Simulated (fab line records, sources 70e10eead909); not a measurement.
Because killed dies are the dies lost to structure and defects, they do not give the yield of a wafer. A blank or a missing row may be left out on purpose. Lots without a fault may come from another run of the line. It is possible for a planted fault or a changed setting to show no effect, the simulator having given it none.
Chamber matching	flow nand harc	4 sister chambers for NHARC_A_CHANNEL_HOLE_D1_DESCUM_15 on rie diel-10
The step chemistry O2, time 3 s. 16 wafers are shown with their chamber, then 8 later ones without.

## WAFERS, EACH WITH ITS CHAMBER
wafer	chamber	drypump motor current A (A)	rf vpp V (V)	oes product au (a.u.)
L076.2	0	5.3	58.0	1.016
L076.4	1	5.5	57.3	0.991
L076.6	3	5.1	59.0	1.005
L081.1	3	5.1	58.5	1.001
L081.3	0	5.3	57.6	1.014
L081.5	3	5.1	57.2	1.001
L082.2	3	5.1	57.9	1.014
L082.4	2	5.7	56.4	1.012
L082.5	0	5.3	58.5	1.013
L085.1	0	5.3	56.6	0.998
L085.3	3	5.1	58.5	1.004
L085.6	2	5.7	57.1	0.995
L090.2	2	5.8	55.8	1.013
L090.4	3	5.1	58.9	1.018
L090.5	0	5.3	57.4	1.000
L092.1	0	5.3	58.4	1.009

SIGNATURES, as means of the wafers listed above
reading	chamber 0	chamber 1	chamber 2	chamber 3	scatter within a chamber
drypump motor current A	5.300	5.500	5.733	5.100	0.0236
rf vpp V	57.750	57.300	56.433	58.333	0.686
oes product au	1.00833	0.99100	1.00667	1.00717	0.0079
Rule: distance of a wafer from a chamber = root of the sum over the readings of ((wafer's reading minus chamber's mean) / reading's scatter) squared. The wafer belongs to the nearest chamber; if the next one is less than 2 further off, it can't be placed. The scatter: the root of (the sum of the squares of (reading less its chamber's mean) over the shown wafers, divided by (wafers less chambers)).

## WAFERS WITHOUT THEIR CHAMBER
wafer	drypump motor current A (A)	rf vpp V (V)	oes product au (a.u.)
L092.3	5.5	57.1	0.989
L092.5	5.3	57.4	1.001
L094.1	5.7	58.1	0.999
L094.2	5.3	58.0	0.999
L094.5	5.1	59.1	1.000
L096.1	5.1	57.9	1.020
L096.2	5.3	57.6	1.001
L096.3	5.6	58.6	0.991

## THE CHAMBER EACH PASSED THROUGH
wafer	from the rows above	in truth
L092.3	1	1
L092.5	0	0
L094.1	2	2
L094.2	0	0
L094.5	3	3
L096.1	3	3
L096.2	0	0
L096.3	1	1
Placed correctly: 8 of 8. Can't be placed from these rows: 0. Wrongly placed: 0.
